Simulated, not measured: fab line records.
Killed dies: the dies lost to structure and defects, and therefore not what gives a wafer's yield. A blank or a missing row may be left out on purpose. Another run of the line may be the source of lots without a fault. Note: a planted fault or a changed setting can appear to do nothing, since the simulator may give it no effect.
Problem report, 8D (eight disciplines) form, completed by code -- flow n5_finfet -- the parts of the form that need people (team, actions taken, sign-off) are left out

## 1. THE ISSUE
Mean of killed_at_M0_to_M3 at N5_PASSIVATION_PROBE_49: 1107 across 6 wafers in 2 lots; on wafers with no fault it is 34 (standard deviation 9.7). That is +99 or more standard deviations from the usual mean.
First seen on wafer L334.2, day 16 11:33, on prober-01. At this step, 9 wafers from 3 lots have a number in the record. Rule for "out" (also "out of limits"): further than 4 standard deviations from the usual mean. The rest of the wafers with a number are treated as sound.

## 2. WHAT THIS IS AND IS NOT
question,is,is not
which readings at this step,"killed_at_M0_to_M3, defect_limited_yield, killed_dies, killed_on_rim, sort_bin_5_function, sort_n_pass, sort_yield_pct","killed_at_M4_up, killed_at_contacts, killed_at_front_end, killed_at_other, killed_open, killed_short, sort_bin_6_memory, sort_bin_8_speed"
which lots,"L334, L335",L328
which wafers of those lots,all that have a number,-
read on which tools,prober-01,-
when,from day 16 11:33,up to then (3 sound wafers)

## 3. THE SUSPECTS, EACH WITH WHAT RULES IT OUT
Counting: a tool at a process step up to the reading stays a suspect if it ran every lot that is out and no sound lot after the first of them.
- rie_diel-02 at N5_BEOL_M0_SAQP_ETCH_73 (etches SiARC in CF4, target depth 19.5 nm, time 32.5 s): kept. It ran every lot that is out, first L334 (day 9 13:40), and no sound lot after that.
- rie_diel-02 at N5_BEOL_M0_SAQP_CUT_ETCH_46 (etches SOC in N2/H2, target depth 135 nm, overetch 27 nm, time 202.5 s): kept. It ran every lot that is out, first L334 (day 9 13:42), and no sound lot after that.
- prober-01 at N5_PASSIVATION_PROBE_49: kept. It ran every lot that is out, first L334 (day 16 11:33), and no sound lot after that; its last sound lot up to then is L328 (day 15 03:19). Out on those wafers are its own readings of defect_limited_yield, killed_at_M0_to_M3, killed_dies, killed_on_rim, sort_bin_5_function, sort_n_pass, sort_yield_pct.
Left after counting: rie_diel-02 at N5_BEOL_M0_SAQP_ETCH_73, rie_diel-02 at N5_BEOL_M0_SAQP_CUT_ETCH_46, prober-01 at N5_PASSIVATION_PROBE_49.

## 4. THE CAUSE (what the simulator had put in)
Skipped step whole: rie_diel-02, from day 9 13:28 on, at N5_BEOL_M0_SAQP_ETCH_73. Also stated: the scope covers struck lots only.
3 suspects survive the count, and this tool is in that group.

## 5. THE EFFECT CHAIN, in route order
One row per reading whose mean, taken over the struck wafers that have a number, lies over 3 standard deviations from the usual. Only readings whose record carries a usual standard deviation are examined. hours: median over the lots of the time between each lot's start at the first step of this table that gives one and its start at this step. sigmas: the change, counted in usual standard deviations.
hours,step,reading,usual,on struck wafers,change,sigmas
0,N5_PASSIVATION_PROBE_49,defect_limited_yield,91.1 %,0.0,-91.1,-65
0,N5_PASSIVATION_PROBE_49,killed_at_M0_to_M3,34,1107,+1073,+99 or more
0,N5_PASSIVATION_PROBE_49,killed_dies,105,1180,+1075,+67
0,N5_PASSIVATION_PROBE_49,killed_on_rim,13,152,+139,+34
0,N5_PASSIVATION_PROBE_49,sort_bin_5_function,5.2 %,96.6,+91.4,+99 or more
0,N5_PASSIVATION_PROBE_49,sort_n_pass,1074,0,-1074,-63
0,N5_PASSIVATION_PROBE_49,sort_yield_pct,91.0 %,0.0,-91.0,-61
Here are the process steps it includes:
- N5_PASSIVATION_PROBE_49
Readings that are blank on the struck wafers while sound wafers have them: bias_w at N5_BEOL_M0_SAQP_ETCH_73; cf4_flow_sccm at N5_BEOL_M0_SAQP_ETCH_73; drypump_motor_current_A at N5_BEOL_M0_SAQP_ETCH_73; etch_rf_on_time_s at N5_BEOL_M0_SAQP_ETCH_73; oes_product_au at N5_BEOL_M0_SAQP_ETCH_73; rf_vpp_V at N5_BEOL_M0_SAQP_ETCH_73; showerhead_plenum_p_Torr at N5_BEOL_M0_SAQP_ETCH_73; throttle_valve_pct at N5_BEOL_M0_SAQP_ETCH_73.

## 6. WHAT WOULD HAVE CAUGHT IT SOONER
In this record no reading fell out of limits until day 16 11:33, 166 hours after the fault had begun at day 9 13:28.
At N5_BEOL_M0_SAQP_ETCH_73 the tool's readings are blank on the struck wafers, where sound wafers have them: an empty tool record is the first sign, and it was there at once.
By day 16 11:33 the whole set of lots that are out, 2 in number, had already begun N5_BEOL_M0_SAQP_ETCH_73 on rie_diel-02. Tool hold at that time: it would have spared none of them.
